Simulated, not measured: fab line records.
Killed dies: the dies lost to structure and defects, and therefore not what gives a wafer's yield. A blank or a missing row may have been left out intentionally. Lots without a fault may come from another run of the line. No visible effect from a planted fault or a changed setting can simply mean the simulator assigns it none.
The same fault as seen by 3 desks :: flow n5 finfet :: each desk holds nothing but its own numbers, with what lay behind them at the end

## THE DEFECT DESK
Counts from the inspections along the route, per lot, as means over the sampled wafers that have a number. If a lot's mean is further than 4 standard deviations from the usual mean, the lot is out of limits and carries the mark OUT (the distance appears in the brackets).
Columns: A = raw defect count at N5_BEOL_M10_INSPECT_30, usual 443
lot: L669
first seen here: day 14 19:46
A: 359

lot: L671
first seen here: day 14 22:37
A: 326

lot: L673
first seen here: day 15 09:58
A: 516

lot: L679
first seen here: day 15 10:08
A: 344

lot: L681
first seen here: day 18 20:10
A: 547

lot: L682
first seen here: day 19 00:17
A: 436
This desk's finding: nothing out of limits on any of the 6 lots.

## TOOL OWNER'S DESK, rie diel-04
The tool's own readings at N5_BEOL_M10_ETCH_41 (etches SiCN in CH3F/O2, target depth 42.6 nm, time 86 s): means of the sampled wafers that have a number, for each lot that ran on this tool. If a lot's mean is further than 4 standard deviations from the usual mean, the lot is out of limits and carries the mark OUT (the distance appears in the brackets).
Columns: A = drypump motor current A at N5_BEOL_M10_ETCH_41, usual 5.8 A; B = oes product au at N5_BEOL_M10_ETCH_41, usual 0.81 a.u.; C = rf vpp V at N5_BEOL_M10_ETCH_41, usual 297.4 V; D = showerhead plenum p Torr at N5_BEOL_M10_ETCH_41, usual 2.00 Torr; E = throttle valve pct at N5_BEOL_M10_ETCH_41, usual 16.20 %
lot: L669
first seen here: day 14 20:09
A: 5.6
B: 0.98
C: 297.7
D: 2.02
E: 16.19

lot: L671
first seen here: day 14 23:01
A: 5.8
B: 0.96
C: 297.3
D: 1.99
E: 16.08

lot: L681
first seen here: day 18 20:33
A: 5.6
B: 0.85
C: 297.4
D: 2.01
E: 16.13

lot: L682
first seen here: day 19 00:40
A: 5.8
B: 0.87
C: 296.9
D: 1.98
E: 16.00
This desk's finding: nothing out of limits on any of the 4 lots.

## AT THE METROLOGY DESK
Means of the sampled wafers that have a number, per lot and without regard to the tool the lot ran on: this is what the gauges read. If a lot's mean is further than 4 standard deviations from the usual mean, the lot is out of limits and carries the mark OUT (the distance appears in the brackets).
Columns: A = cd nm at N5_BEOL_M10_CD_MEAS_28, usual 69.8 nm; B = V9_OVL at N5_BEOL_M10_OVL_MEAS_29, usual -0.3 nm
lot: L669
first seen here: day 14 19:42
A: 71.2
B: 0.5

lot: L671
first seen here: day 14 22:34
A: 68.5
B: -0.4

lot: L673
first seen here: day 15 09:55
A: 69.2
B: 0.0

lot: L679
first seen here: day 15 10:05
A: 69.9
B: -0.3

lot: L681
first seen here: day 18 20:07
A: 69.4
B: 0.5

lot: L682
first seen here: day 19 00:14
A: 69.6
B: -0.5
This desk's finding: nothing out of limits on any of the 6 lots.

## ALL TOGETHER
The defect desk saw nothing out of limits.
The desk of the tool owner found nothing out of limits.
Nothing out of limits was seen by the metrology desk.

## WHAT THE SIMULATOR HAD PUT IN
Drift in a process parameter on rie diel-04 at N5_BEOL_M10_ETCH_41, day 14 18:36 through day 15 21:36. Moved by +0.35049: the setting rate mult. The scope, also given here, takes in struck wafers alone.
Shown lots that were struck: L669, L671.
